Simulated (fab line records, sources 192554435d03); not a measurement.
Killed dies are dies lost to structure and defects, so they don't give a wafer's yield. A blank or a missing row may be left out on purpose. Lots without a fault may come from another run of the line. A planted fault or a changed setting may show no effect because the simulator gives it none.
Chamber matching | flow n5_finfet | N5_DUMMY_GATE_ALD_02 on ald_sin-01: 4 sister chambers
The step deposits SiO2, target thk 2 nm, pulse time 1 s. 8 wafers are shown with their chamber, then 8 later ones without.

WAFERS WITH THEIR CHAMBER
wafer  | chamber | heater_power_w (W) | precursor_pulse_height_rel
L078.5 | 3       | 526                | 0.969
L079.3 | 2       | 492                | 1.006
L079.4 | 0       | 518                | 1.003
L079.6 | 2       | 495                | 1.024
L084.1 | 0       | 516                | 0.996
L084.3 | 1       | 523                | 0.968
L084.4 | 3       | 519                | 1.005
L086.1 | 1       | 511                | 0.979

WAFERS WITHOUT THEIR CHAMBER
wafer  | heater_power_w (W) | precursor_pulse_height_rel
L086.3 | 517                | 1.031
L086.5 | 520                | 0.989
L088.1 | 530                | 0.991
L088.3 | 500                | 0.984
L088.4 | 503                | 0.993
L093.1 | 511                | 1.008
L093.3 | 516                | 0.968
L093.6 | 513                | 1.037

WHICH CHAMBER EACH WENT THROUGH
wafer  | from the rows above               | in truth
L086.3 | can't be placed: 0 or 3 or 1      | 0
L086.5 | can't be placed: 3 or 0 or 1      | 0
L088.1 | can't be placed: 3 or 0 or 1      | 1
L088.3 | can't be placed: 2 or 1 or 0      | 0
L088.4 | can't be placed: 2 or 0 or 1 or 3 | 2
L093.1 | can't be placed: 0 or 1 or 3      | 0
L093.3 | can't be placed: 1 or 3 or 0      | 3
L093.6 | can't be placed: 0 or 3 or 2 or 1 | 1
Placed correctly: 0 of 8. Can't be placed from these rows: 8 (the true chamber is among the candidates in 8). Placed wrongly: 0.
How it was worked out, from the rows above alone: a wafer's distance from a chamber is the root of the sum, over the readings, of the square of ((its reading less the chamber's mean) divided by the reading's scatter). The wafer belongs to the nearest chamber; if the next one is less than 2 further off, it can't be placed. A chamber's mean is the mean of its shown wafers. The scatter: the root of (the sum of the squares of (reading less its chamber's mean) over the shown wafers, divided by (wafers less chambers)).
